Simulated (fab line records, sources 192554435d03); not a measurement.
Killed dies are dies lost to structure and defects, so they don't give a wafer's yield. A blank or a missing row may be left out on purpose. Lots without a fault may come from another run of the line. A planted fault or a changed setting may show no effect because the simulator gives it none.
Chamber matching | flow n5_finfet | N5_FIN_CUT_STRIP_22 on rie_diel-06: 4 sister chambers
The step strips in N2/H2. 20 wafers are shown with their chamber, then 10 later ones without.

WAFERS WITH THEIR CHAMBER
wafer  | chamber | showerhead_plenum_p_Torr (Torr) | drypump_motor_current_A (A) | oes_product_au (a.u.)
L076.1 | 0       | 3.35                            | 6.3                         | 0.74
L076.2 | 2       | 3.32                            | 6.6                         | 0.72
L076.3 | 1       | 3.28                            | 5.3                         | 0.87
L076.4 | 3       | 3.27                            | 5.9                         | 0.84
L076.5 | 3       | 3.27                            | 5.9                         | 0.84
L076.6 | 0       | 3.35                            | 6.2                         | 0.74
L077.1 | 3       | 3.27                            | 5.8                         | 0.84
L077.4 | 0       | 3.35                            | 6.2                         | 0.73
L077.5 | 3       | 3.27                            | 5.9                         | 0.83
L079.4 | 2       | 3.32                            | 6.6                         | 0.73
L079.5 | 1       | 3.28                            | 5.2                         | 0.88
L079.6 | 2       | 3.32                            | 6.5                         | 0.71
L081.1 | 3       | 3.27                            | 5.9                         | 0.85
L081.4 | 2       | 3.32                            | 6.6                         | 0.69
L081.5 | 3       | 3.26                            | 5.9                         | 0.82
L082.1 | 0       | 3.35                            | 6.2                         | 0.71
L082.5 | 3       | 3.26                            | 5.9                         | 0.85
L082.6 | 2       | 3.32                            | 6.6                         | 0.71
L086.1 | 3       | 3.26                            | 5.8                         | 0.82
L086.4 | 0       | 3.34                            | 6.2                         | 0.72

SIGNATURES (means of the wafers above)
reading                  | chamber 0 | chamber 1 | chamber 2 | chamber 3 | scatter within a chamber
showerhead_plenum_p_Torr | 3.3480    | 3.2800    | 3.3200    | 3.2662    | 0.00409
drypump_motor_current_A  | 6.220     | 5.250     | 6.580     | 5.875     | 0.0474
oes_product_au           | 0.7280    | 0.8750    | 0.7120    | 0.8362    | 0.0127
Rule: a wafer's distance from a chamber is the root of the sum, over the readings, of the square of ((its reading less the chamber's mean) divided by the reading's scatter). The wafer belongs to the nearest chamber; if the next one is less than 2 further off, it can't be placed. The scatter: the root of (the sum of the squares of (reading less its chamber's mean) over the shown wafers, divided by (wafers less chambers)).

WAFERS WITHOUT THEIR CHAMBER
wafer  | showerhead_plenum_p_Torr (Torr) | drypump_motor_current_A (A) | oes_product_au (a.u.)
L086.5 | 3.34                            | 6.2                         | 0.71
L089.3 | 3.26                            | 5.8                         | 0.83
L089.4 | 3.31                            | 6.6                         | 0.71
L089.6 | 3.27                            | 5.3                         | 0.82
L090.1 | 3.34                            | 6.2                         | 0.73
L090.5 | 3.27                            | 5.3                         | 0.84
L090.6 | 3.31                            | 6.6                         | 0.70
L092.2 | 3.27                            | 5.2                         | 0.84
L092.4 | 3.26                            | 5.2                         | 0.81
L092.5 | 3.26                            | 5.8                         | 0.82

WHICH CHAMBER EACH WENT THROUGH
wafer  | from the rows above | in truth
L086.5 | 0                   | 0
L089.3 | 3                   | 3
L089.4 | 2                   | 2
L089.6 | 1                   | 1
L090.1 | 0                   | 0
L090.5 | 1                   | 1
L090.6 | 2                   | 2
L092.2 | 1                   | 1
L092.4 | 1                   | 1
L092.5 | 3                   | 3
Placed correctly: 10 of 10. Can't be placed from these rows: 0. Placed wrongly: 0.
